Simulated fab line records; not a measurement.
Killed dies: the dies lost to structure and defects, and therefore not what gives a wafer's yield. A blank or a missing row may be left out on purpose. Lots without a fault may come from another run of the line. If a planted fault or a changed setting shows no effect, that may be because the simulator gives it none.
The tool behind it: which one?	flow nandHarc	36 wafers from 12 lots sampled at 6 of the route's 1302 steps

WHAT THE GAUGES READ, wafer by wafer
NHARC_P_GATE_CD_MEAS_59: the cd target is 720 nm. Usual: cdNm reads 719.8 nm (standard deviation 1.3).
lot	measured	on	cdNm (nm)	flag
L623	day 5 18:57	cdSem-03	721.1 718.9 720.4	
L625	day 6 08:50	cdSem-01	719.5 719.1 721.0	
L626	day 6 19:33	cdSem-01	- - -	OFF
L636	day 11 00:22	cdSem-02	719.5 719.9 720.0	
L638	day 11 15:52	cdSem-03	718.8 720.7 718.4	
L637	day 11 16:14	cdSem-03	721.4 720.8 718.8	
L639	day 12 15:29	cdSem-02	720.3 719.8 720.3	
L641	day 13 11:30	cdSem-03	717.7 717.4 720.6	
L642	day 13 19:39	cdSem-03	720.3 720.0 719.2	
L643	day 14 07:00	cdSem-01	720.2 720.8 720.1	
L645	day 14 16:50	cdSem-01	717.6 718.2 717.1	
L646	day 15 07:02	cdSem-01	717.4 718.5 718.0	

NHARC_P_GATE_CD_MEAS_91: the cd target is 2000 nm. Usual: cdNm reads 2000.5 nm (standard deviation 1.6).
lot	measured	on	cdNm (nm)	flag
L623	day 5 20:43	cdSem-02	2002.1 2001.2 2001.8	
L625	day 6 10:33	cdSem-01	1998.9 2005.5 2001.4	
L626	day 6 21:15	cdSem-03	1999.5 1999.9 2000.0	
L636	day 11 02:05	cdSem-01	2000.4 2000.1 2000.6	
L638	day 11 17:27	cdSem-03	2000.4 1999.7 2000.7	
L637	day 11 18:11	cdSem-03	1999.5 1999.1 1999.9	
L639	day 12 17:13	cdSem-02	2001.1 2000.8 2002.5	
L641	day 13 13:05	cdSem-01	2000.3 2000.1 1998.5	
L642	day 13 21:22	cdSem-03	1998.1 2000.3 1998.1	
L643	day 14 08:43	cdSem-02	2000.6 2001.0 2001.4	
L645	day 14 18:33	cdSem-01	1999.1 1997.3 1998.5	
L646	day 15 08:45	cdSem-02	1998.7 2000.4 2000.2	

NHARC_END_SORT_01. Usual: killedAtArray 46, standard deviation 15; killedAtOther 0.8, standard deviation 1.1; killedAtPeriphery 4.0, standard deviation 2.9; killedDies 50, standard deviation 15; killedOpen 3.2, standard deviation 1.8; killedShort 2.3, standard deviation 1.6.
lot	measured	on	killedAtArray	killedAtOther	killedAtPeriphery	killedDies	killedOpen	killedShort	flag
L626	day 25 08:39	prober-01	58 46 54	2 1 0	617 630 623	677 677 677	4 5 3	2 5 3	OFF

TOOL THAT RAN EACH LOT (tool first, then ch and the chambers of the sampled wafers, then the start)
lot	NHARC_P_GATE_STRIP_101	NHARC_P_GATE_STRIP_111	NHARC_P_GATE_EXPOSE_56
L623	rieDiel-07 ch 0,1, day 5 16:16	plasmaAsher-02 ch 0,1, day 5 17:43	krfScanner-01 ch 0, day 5 18:48
L625	rieDiel-09 ch 0,1,3, day 6 06:10	plasmaAsher-01 ch 0,1, day 6 07:37	krfScanner-04 ch 0, day 6 08:41
L626	rieDiel-04 ch 2,3, day 6 16:53	plasmaAsher-02 ch 0,1, day 6 18:19	krfScanner-01 ch 0, day 6 19:23
L636	rieDiel-07 ch 0,1,2, day 10 21:38	plasmaAsher-02 ch 0,1, day 10 23:11	krfScanner-03 ch 0, day 11 00:13
L638	rieDiel-07 ch 0,1,3, day 11 13:12	plasmaAsher-01 ch 0,1, day 11 14:47	krfScanner-01 ch 0, day 11 15:43
L637	rieDiel-04 ch 0,1,3, day 11 13:16	plasmaAsher-01 ch 0,1, day 11 15:04	krfScanner-04 ch 0, day 11 16:05
L639	rieDiel-04 ch 0,1, day 12 12:59	plasmaAsher-01 ch 0,1, day 12 14:26	krfScanner-04 ch 0, day 12 15:19
L641	rieDiel-04 ch 0,1,3, day 13 08:58	plasmaAsher-02 ch 0,1, day 13 10:17	krfScanner-03 ch 0, day 13 11:21
L642	rieDiel-04 ch 0,3, day 13 17:06	plasmaAsher-01 ch 0,1, day 13 18:26	krfScanner-04 ch 0, day 13 19:29
L643	rieDiel-07 ch 1,3, day 14 04:19	plasmaAsher-02 ch 0,1, day 14 05:49	krfScanner-01 ch 0, day 14 06:50
L645	rieDiel-07 ch 0,1,2, day 14 14:10	plasmaAsher-01 ch 0,1, day 14 15:40	krfScanner-03 ch 0, day 14 16:41
L646	rieDiel-07 ch 0,2, day 15 04:20	plasmaAsher-01 ch 0,1, day 15 05:49	krfScanner-01 ch 0, day 15 06:53
- NHARC_P_GATE_STRIP_101: strips in O2, time 20 s.
- NHARC_P_GATE_STRIP_111: strips in N2/H2, time 250 s.
- NHARC_P_GATE_EXPOSE_56: exposes mask P PSD, target cd 720 nm.

WHAT THE TOOLS THEMSELVES READ (means of the sampled wafers that have a number; where no wafer has one, the mark that the record gives instead)
NHARC_P_GATE_STRIP_101. Usual: drypumpMotorCurrentA 5.6 A, standard deviation 0.32; oesProductAu 0.997 a.u., standard deviation 0.0076; rfVppV 57.7 V, standard deviation 0.86; showerheadPlenumPTorr 3.55 Torr, standard deviation 0.12; throttleValvePct 17.037 %, standard deviation 0.0085.
lot	tool	drypumpMotorCurrentA (A)	oesProductAu (a.u.)	rfVppV (V)	showerheadPlenumPTorr (Torr)	throttleValvePct (%)	flag
L623	rieDiel-07	5.5	0.995	56.6	3.54	17.029	
L625	rieDiel-09	5.9	0.993	58.0	3.36	17.042	
L626	rieDiel-04	5.5	0.994	58.0	3.60	17.035	
L636	rieDiel-07	5.4	0.993	57.3	3.55	17.032	
L638	rieDiel-07	5.4	0.992	57.2	3.55	17.036	
L637	rieDiel-04	5.7	0.999	57.2	3.59	17.025	
L639	rieDiel-04	5.8	0.995	58.4	3.60	17.042	
L641	rieDiel-04	5.7	1.000	57.8	3.59	17.036	
L642	rieDiel-04	5.6	1.004	57.7	3.59	17.034	
L643	rieDiel-07	5.2	1.008	57.4	3.56	17.041	
L645	rieDiel-07	5.4	1.002	58.0	3.55	17.042	
L646	rieDiel-07	5.4	0.992	58.0	3.64	17.034	

NHARC_P_GATE_STRIP_111. Usual: drypumpMotorCurrentA 5.93 A, standard deviation 0.3; heaterPowerW 91 W, standard deviation 7.2.
lot	tool	drypumpMotorCurrentA (A)	heaterPowerW (W)	flag
L623	plasmaAsher-02	5.68	83	
L625	plasmaAsher-01	6.06	96	
L626	plasmaAsher-02	5.95	85	
L636	plasmaAsher-02	5.69	85	
L638	plasmaAsher-01	6.02	99	
L637	plasmaAsher-01	6.05	97	
L639	plasmaAsher-01	6.04	99	
L641	plasmaAsher-02	5.69	83	
L642	plasmaAsher-01	6.06	96	
L643	plasmaAsher-02	5.94	84	
L645	plasmaAsher-01	6.03	98	
L646	plasmaAsher-01	6.06	97	

THE ANSWER, worked out from the rows above alone
Rule: a lot counts as off when the mean over its wafers that have a number is more than 3 standard deviations away from the usual mean. A lot without any number at a reading at which 4 lots or more have one is off too. Any other lot the step has rows for is counted as sound. After the gauges, taken in route order, come the tools' own readings; for these a lot's mean is taken, as printed above. The first step at which some lot is off is used, and at that step the reading that is off furthest; a lot without a number counts as furthest.
Off, at NHARC_P_GATE_CD_MEAS_59 on cdNm: L626. Without a number there: L626.
A tool fits if, at a process step before that reading, it ran every lot that is off, and no sound lot after the first of them. The gauges at NHARC_P_GATE_CD_MEAS_59 aren't tried: what is off there is off at NHARC_END_SORT_01 too, on other tools, and a gauge's error can't cause that. None of those tried fits.

WHAT THE SIMULATOR PUT IN
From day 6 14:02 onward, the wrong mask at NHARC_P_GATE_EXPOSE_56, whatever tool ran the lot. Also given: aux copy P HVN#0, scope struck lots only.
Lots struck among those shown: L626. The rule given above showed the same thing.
